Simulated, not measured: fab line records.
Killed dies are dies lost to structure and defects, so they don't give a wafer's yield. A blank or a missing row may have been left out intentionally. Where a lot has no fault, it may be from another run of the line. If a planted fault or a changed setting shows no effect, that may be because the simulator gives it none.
Which of the tools did it? / flow n5 finfet / 12 lots (36 wafers sampled), 1 step of a 1938-step route

## WHAT THE GAUGES SHOWED, per wafer
N5_SD_EPI_N_INSPECT_11: inspects for defects (macro).
lot=L075; measured=day 3 06:19; on=defect inspect-01; raw defect count=2 5 3
lot=L077; measured=day 3 19:10; on=defect inspect-02; raw defect count=1 5 1
lot=L079; measured=day 4 05:03; on=defect inspect-01; raw defect count=0 5 0
lot=L081; measured=day 4 17:45; on=defect inspect-02; raw defect count=4 1 3
lot=L083; measured=day 5 06:53; on=defect inspect-01; raw defect count=0 2 0
lot=L085; measured=day 5 19:06; on=defect inspect-01; raw defect count=2 1 5
lot=L087; measured=day 6 10:52; on=defect inspect-01; raw defect count=1 1 1
lot=L089; measured=day 6 19:00; on=defect inspect-01; raw defect count=2 0 3
lot=L091; measured=day 7 06:25; on=defect inspect-01; raw defect count=2 1 3
lot=L093; measured=day 7 17:53; on=defect inspect-02; raw defect count=2 1 3
lot=L095; measured=day 8 06:02; on=defect inspect-02; raw defect count=3 3 5
lot=L097; measured=day 8 22:28; on=defect inspect-01; raw defect count=0 2 2

## WHAT TOOL EACH LOT RAN ON (gives the tool, then ch and the chambers of the sampled wafers, and finally the start)
There is no process step in the record ahead of these readings.

## THE ANSWER, worked out from the rows above alone
Rule: usual is defined by the lots themselves. Put in order of their means at a reading, lots are off if they are a third of the lots or fewer, leave a main group of 4 or more, and stand apart from it by a gap of 3 or more times the standard deviation of the main group's means; of several such gaps the widest counts. A main group whose means are all the same, to the digits that the tables above print for the reading, isn't used. Also off: a lot with no number at a reading for which 4 or more lots have one. Where the step has rows for the other lots, those lots are counted as sound.
Nothing can be told from this: no lot is off at any reading shown.

## WHAT THE SIMULATOR HAD PUT IN
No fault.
